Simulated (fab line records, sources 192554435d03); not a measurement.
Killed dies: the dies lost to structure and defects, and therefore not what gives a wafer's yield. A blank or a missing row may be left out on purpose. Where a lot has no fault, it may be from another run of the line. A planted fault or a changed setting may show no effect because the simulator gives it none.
Matching of chambers + flow n5-finfet + N5_BEOL_M11_ALD_74 on ald-metal-04 has 4 sister chambers
The step deposits TaN, target thk 2 nm, pulse time 2 s, purge time 3 s. 7 wafers are shown with their chamber, then 7 later ones without.

== WAFERS, EACH WITH ITS CHAMBER ==
| wafer  | chamber | heater-power-w (W) |
|--------|---------|--------------------|
| L078.2 | 1       | 417                |
| L080.4 | 1       | 413                |
| L084.1 | 0       | 450                |
| L088.4 | 2       | 356                |
| L088.5 | 3       | 383                |
| L094.1 | 2       | 330                |
| L094.2 | 3       | 368                |

== WAFERS WITHOUT THEIR CHAMBER ==
| wafer  | heater-power-w (W) |
|--------|--------------------|
| L094.6 | 372                |
| L095.3 | 394                |
| L095.5 | 373                |
| L095.6 | 403                |
| L096.1 | 395                |
| L096.4 | 382                |
| L096.6 | 331                |

== THE CHAMBER EACH PASSED THROUGH ==
| wafer  | from the rows above     | in truth                   |
|--------|-------------------------|----------------------------|
| L094.6 | 3                       | 3                          |
| L095.3 | can't be placed: 3 or 1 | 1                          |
| L095.5 | 3                       | 3                          |
| L095.6 | can't be placed: 1 or 3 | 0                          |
| L096.1 | can't be placed: 3 or 1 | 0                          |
| L096.4 | 3                       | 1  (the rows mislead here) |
| L096.6 | 2                       | 2                          |
Placed correctly: 3 of 7. From these rows, 3 cannot be placed; in 1 the true chamber is one of the candidates. Placed wrongly: 1.
How it was worked out, from the rows above alone: a wafer's distance from a chamber is the root of the sum, over the readings, of the square of ((its reading less the chamber's mean) divided by the reading's scatter). If the next closest chamber is less than 2 further off than the closest, the wafer can't be placed; otherwise it belongs to the closest. A chamber's mean is the mean of its shown wafers. The scatter: take each reading less its chamber's mean, square it, sum over the shown wafers, divide by the number of wafers less the number of chambers, and take the root.
